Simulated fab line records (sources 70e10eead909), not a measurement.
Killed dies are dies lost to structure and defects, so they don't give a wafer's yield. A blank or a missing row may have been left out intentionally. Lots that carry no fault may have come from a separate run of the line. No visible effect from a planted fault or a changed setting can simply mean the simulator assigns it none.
A struck lot beside a sound one + flow nand harc + 24 out of 1159 route steps
Sound: the wafers L957.3, L957.4, L957.5. The struck wafers were L975.2, L975.5, L975.6. The cause is given at the end.
Per side, at each step with rows, come the tool, then ch with its chambers, and then its first start. Under that, the readings that differ: sound wafers + struck wafers + difference of the means + sigmas: that difference in standard deviations of wafers without a fault.
alike: same words and numbers on both sides, and readings whose means sit less than 2 such deviations apart. not compared: any withheld reading, any reading some wafer has no value for, any bound like >300 that may hide the same value, and any number with overlapping values for which the record gives no deviation.
The two part at a step that has a row with sigmas, a row that says differs or no value, or rows on one side only. Numbers that have no deviation but don't overlap get no sigmas and don't part them. A reading that every wafer of one side lacks parts them only if that side has two wafers or more.

NHARC_P_M0_INSPECT_27:
  sound on defect inspect-01 at day 6 01:05; struck on defect inspect-02 at day 10 12:19
  alike: raw defect count
NHARC_P_M0_PRE_CLEAN_31: time 12 s.
  sound on pecvd-02 ch 0,2, day 6 01:09; struck on pecvd-01 ch 0,1,2, day 10 12:40
  alike: heater power w, susceptor temp C
NHARC_P_M0_DEP_32: deposits SiCN, target thk 30 nm.
  sound on pecvd-02 ch 0,2, day 6 01:14; struck on pecvd-01 ch 0,1,2, day 10 12:48
  alike: heater power w, susceptor temp C
then, 8 steps without rows for these wafers: NHARC_P_M1_DEP_00 (deposits SiOC, target thk 182.5 nm); NHARC_P_M1_DEHYDRATE_01 (time 120 s); NHARC_P_M1_HMDS_02 (time 30 s); NHARC_P_M1_COAT_34 (time 65 s); NHARC_P_M1_COAT_03 (resist thk 90 nm); NHARC_P_M1_SOFTBAKE_04 (time 55 s); NHARC_P_M1_EBR_05; NHARC_P_M1_EXPOSE_06 (exposes mask P M1, target cd 130 nm).
NHARC_P_M1_PEB_07: peb time 65 s.
  sound on litho track-01 ch 0, day 6 02:16; struck on litho track-06 ch 0, day 10 14:02
| reading                  | sound              | struck               | difference | sigmas |
|--------------------------|--------------------|----------------------|------------|--------|
| heater power total W (W) | 156.8 156.9 156.1  | 160.6 160.2 160.2    | +3.7       | +9     |
| plate temp C (C)         | 99.94 99.97 100.08 | 101.58 101.73 101.56 | +1.63      | +13    |
  alike: chill plate temp C
then, 1 step without rows for these wafers: NHARC_P_M1_DEVELOP_08 (develop time 35 s).
NHARC_P_M1_CD_MEAS_09: the cd target is 130 nm.
  sound on cd sem-02 ch 0, day 6 02:21; struck on cd sem-03 ch 0, day 10 14:07
| reading    | sound             | struck            | difference | sigmas |
|------------|-------------------|-------------------|------------|--------|
| cd nm (nm) | 129.9 129.8 129.2 | 136.0 136.2 135.6 | +6.3       | +10    |
NHARC_P_M1_OVL_MEAS_10: pitch 260 nm.
  sound on overlay-02 at day 6 02:26; struck on overlay-02 at day 10 14:13
  alike: overlay x nm, overlay y nm
NHARC_P_M1_INSPECT_11:
  sound on defect inspect-01 at day 6 02:28; struck on defect inspect-02 at day 10 14:15
  alike: raw defect count
NHARC_P_M1_DESCUM_14: chemistry O2, time 3 s.
  sound on rie diel-10 ch 0,2, day 6 02:32; struck on rie diel-10 ch 0,1,2, day 10 14:20
| reading               | sound             | struck            | difference | sigmas |
|-----------------------|-------------------|-------------------|------------|--------|
| model.P_M1.cd nm (nm) | 129.2 129.6 128.1 | 136.1 135.8 135.2 | +6.7       |        |
  alike: drypump motor current A, oes product au, rf vpp V, showerhead plenum p Torr, throttle valve pct
  not compared: rf hours counter h
NHARC_P_M1_ETCH_35: etches the open film in N2/H2, target depth 40 nm, overetch 12 nm, time 43.94 s.
  sound on rie diel-10 ch 0,1,2, day 6 02:39; struck on rie diel-10 ch 0,1,3, day 10 14:24
  alike: bias w, drypump motor current A, oes product au, rf vpp V, showerhead plenum p Torr, throttle valve pct
  not compared: rf hours counter h
NHARC_P_M1_ETCH_15: etches the open film in C4F8/Ar, target depth 182.5 nm, time 91.2 s.
  sound: rie diel-10 ch 0,1,2; struck: rie diel-10 ch 0,2,3
| reading               | sound             | struck            | difference | sigmas |
|-----------------------|-------------------|-------------------|------------|--------|
| oes product au (a.u.) | 0.923 0.939 0.923 | 0.971 1.007 0.978 | +0.057     | +3     |
  alike: bias w, rf vpp V
  not compared: rf hours counter h
NHARC_P_M1_CD_MEAS_16:
  sound on cd sem-03 at day 6 02:54; struck on cd sem-01 at day 10 14:37
| reading    | sound             | struck            | difference | sigmas |
|------------|-------------------|-------------------|------------|--------|
| cd nm (nm) | 129.2 129.7 127.9 | 136.3 135.3 134.9 | +6.6       | +8     |
NHARC_P_M1_STRIP_18: strips in N2/H2.
  sound on rie diel-12 ch 0,2, day 6 02:58; struck on rie diel-12 ch 0,1,3, day 10 14:44
  alike: drypump motor current A, oes product au, rf vpp V, showerhead plenum p Torr, throttle valve pct
  not compared: rf hours counter h
NHARC_P_M1_ETCH_28: etches the open film in CF4/N2, target depth 30 nm, time 72.99 s.
  sound: rie diel-12 ch 0,3; struck: rie diel-12 ch 0,2,3
| reading               | sound             | struck            | difference | sigmas |
|-----------------------|-------------------|-------------------|------------|--------|
| model.P_M1.cd nm (nm) | 128.7 128.9 127.8 | 135.9 135.2 134.4 | +6.7       |        |
  alike: bias w, drypump motor current A, oes product au, rf vpp V, showerhead plenum p Torr, throttle valve pct
  not compared: rf hours counter h
then, 1 step without rows for these wafers: NHARC_P_M1_STRIP_19 (strips in post etch residue remover, time 600 s).
-- jump in the record: it breaks off in module P_M1 and resumes in module END (first step shown: number 1159 of the route), and 14 days separate the struck wafers' starts before and after --
NHARC_END_SORT_01:
  here the record holds rows for the struck wafers (prober-02 ch 0, day 24 12:44) but none for the sound ones

WHERE THEY PART
Last at NHARC_END_SORT_01 as far as this record goes, first at NHARC_P_M1_PEB_07.

WHY: what the simulator had put in
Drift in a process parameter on litho track-06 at NHARC_P_M1_PEB_07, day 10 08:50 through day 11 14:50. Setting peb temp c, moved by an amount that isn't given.
